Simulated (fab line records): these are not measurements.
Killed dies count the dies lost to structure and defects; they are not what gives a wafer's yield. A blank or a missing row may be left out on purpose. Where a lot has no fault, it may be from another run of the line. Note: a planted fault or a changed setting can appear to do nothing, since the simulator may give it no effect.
Problem report, 8D (eight disciplines) form, completed by code    flow n5-finfet    the parts of the form that need people (team, actions taken, sign-off) are left out

1. PROBLEM STATEMENT
Wafers without a fault read 71.2 s, standard deviation 0.34; run-length-s at N5_BEOL_M11_TRENCH_ETCH_37 reads a mean of 68.7 s on 6 wafers belonging to 2 lots. Relative to the usual mean, that is a shift of -7.5 standard deviations.
The step: etches SiCOH lowk in C4F6/O2, target depth 148.83 nm, time 48 s.
First observed at day 16 23:26: wafer L354.1, on rie-diel-06. At this step, 30 wafers from 10 lots have a number in the record. Rule for "out" (also "out of limits"): further than 4 standard deviations from the usual mean. All remaining wafers that have a number are taken as sound.

2. WHAT THIS IS AND IS NOT
question                     is                      is not
which readings at this step  run-length-s            drypump-motor-current-A, oes_o_777_au, oes-product-au, rf-vpp-V, showerhead-plenum-p-Torr, throttle-valve-pct
which lots                   L354, L359              L337, L338, L340, L343, L344, L345, L346, L349
which wafers of those lots   all that have a number  -
read on which tools          rie-diel-06             rie-diel-01, rie-diel-03
when                         from day 16 23:26       up to then (24 sound wafers)

3. SUSPECTS, AND WHAT RULES EACH OUT
Counting: any tool at a process step up to the reading is kept as a suspect provided that every lot that is out went through it and no sound lot did after the first of them.
- rie-diel-06 at N5_BEOL_M11_DESCUM_33 (chemistry O2, time 7.9 s): kept. Every lot that is out went through it, starting with L354 (day 16 23:08), and after that it ran no sound lot; the last sound lot it ran before then is L349 (day 15 17:10).
- rie-diel-06 at N5_BEOL_M11_TRENCH_ETCH_37 (etches SiCOH lowk in C4F6/O2, target depth 148.83 nm, time 48 s): kept. Every lot that is out went through it, starting with L354 (day 16 23:26), and after that it ran no sound lot; the last sound lot it ran before then is L349 (day 15 17:29). Its own run-length-s readings are out on those wafers.
Remaining after the count are rie-diel-06 at N5_BEOL_M11_DESCUM_33 and rie-diel-06 at N5_BEOL_M11_TRENCH_ETCH_37.

4. THE CAUSE (what the simulator had put in)
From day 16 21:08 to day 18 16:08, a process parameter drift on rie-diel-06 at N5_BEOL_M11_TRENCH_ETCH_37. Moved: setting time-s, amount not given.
Of the 2 suspects that counting leaves, this tool is one.

5. SEQUENCE OF EFFECTS, ordered by route
Each row: a reading where the mean over the struck wafers with a number is more than 3 standard deviations away from the usual. Scope: only readings with a usual standard deviation given in the record; hours: median across lots of the time from each lot's start at the first step in this table that gives one to its start at this step; sigmas: change in usual standard deviations.
hours  step                        reading       usual   on struck wafers  change  sigmas
0      N5_BEOL_M11_TRENCH_ETCH_37  run-length-s  71.2 s  68.7              -2.5    -7.5
Its process steps:
- N5_BEOL_M11_TRENCH_ETCH_37: etches SiCOH lowk in C4F6/O2, target depth 148.83 nm, time 48 s.
Later measuring or inspecting steps at which every struck wafer that the step has a row for has a number for every such reading, and none has moved that far: N5_BEOL_M11_OCD_MEAS_38.

6. WHAT WOULD HAVE CAUGHT IT SOONER
The fault began at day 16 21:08; the first out-of-limits reading in this record came at day 16 23:26, 2 hours later.
